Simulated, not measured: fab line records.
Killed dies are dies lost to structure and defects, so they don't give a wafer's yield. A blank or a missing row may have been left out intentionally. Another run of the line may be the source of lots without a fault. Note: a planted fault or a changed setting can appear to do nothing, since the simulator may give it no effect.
2 desks looking at one fault    flow n5 finfet    each desk has only its own numbers; what lay behind them comes last

## AT THE METROLOGY DESK
Lot by lot, what the gauges showed, no matter which tool ran the lot: averages of those sampled wafers that carry a number. Marked OUT: a lot whose mean sits more than 4 standard deviations from the usual mean, which makes it out of limits; the brackets give that distance. 7 of its 11 readings are shown, namely those furthest out on some lot.
Columns: A = cd nm at N5_MOL_CONTACT_COAG_CD_MEAS_99, usual 17.3 nm; B = DIBL_P at N5_BEOL_M4_RC_MEAS_101, usual 36.2 mV/V; C = ION_N at N5_BEOL_M4_RC_MEAS_101, usual 674 uA/um; D = ION_P at N5_BEOL_M4_RC_MEAS_101, usual 464 uA/um; E = SS_N at N5_BEOL_M4_RC_MEAS_101, usual 71.5 mV/dec; F = SS_P at N5_BEOL_M4_RC_MEAS_101, usual 73.3 mV/dec; G = VT_N at N5_BEOL_M4_RC_MEAS_101, usual 250.2 mV
lot   first seen here  A     B     C    D    E     F     G
L147  day 4 17:43      16.9  35.3  673  460  71.5  73.5  247.2
L156  day 6 20:37      17.3  36.7  669  460  72.0  73.2  250.7
L159  day 7 20:29      17.1  36.0  677  470  70.9  72.4  250.7
L161  day 8 09:06      17.2  37.6  684  463  71.4  73.6  250.2
L168  day 9 22:46      17.2  35.4  673  470  71.4  73.5  251.9
L169  day 10 03:07     17.5  35.7  677  463  71.2  73.7  250.5
Result from this desk: across the 6 lots, nothing is out of limits.

## AT THE TOOL OWNER'S DESK: implanter-01
For each lot that ran on this tool, the mean over its sampled wafers that have a number, from the tool's own readings at N5_MOL_CONTACT_COAG_IMPLANT_129. Marked OUT: a lot whose mean sits more than 4 standard deviations from the usual mean, which makes it out of limits; the brackets give that distance.
Columns: A = beam energy keV at N5_MOL_CONTACT_COAG_IMPLANT_129, usual 3.0001; B = end station pressure torr at N5_MOL_CONTACT_COAG_IMPLANT_129, usual 5.9e-06 Torr
lot   first seen here  A                         B
L156  day 6 20:41      3.0002                    5.9e-06
L159  day 7 20:33      1.5547 (-99 or more) OUT  1.0e-05 (+12) OUT
L161  day 8 09:11      1.5538 (-99 or more) OUT  1.1e-05 (+12) OUT
Finding of this desk: L159, L161 out of limits; the first was L159 at day 7 20:33, on beam energy keV at N5_MOL_CONTACT_COAG_IMPLANT_129. L156: within limits.

## PUT TOGETHER
An alarm could have come from the tool owner's desk at day 7 20:33, on L159, L161.
Nothing out of limits was seen by the metrology desk.
The metrology desk has L159, L161 on record, within its limits.
Of the lots named, all ran N5_MOL_CONTACT_COAG_IMPLANT_129 on implanter-01.

## WHAT THE SIMULATOR PUT IN
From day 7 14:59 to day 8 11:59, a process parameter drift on implanter-01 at N5_MOL_CONTACT_COAG_IMPLANT_129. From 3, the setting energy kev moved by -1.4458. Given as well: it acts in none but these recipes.
Shown lots that were struck: L159, L161.
Each desk's first reading out of limits, in hours after the fault started: the tool owner's desk, 6.
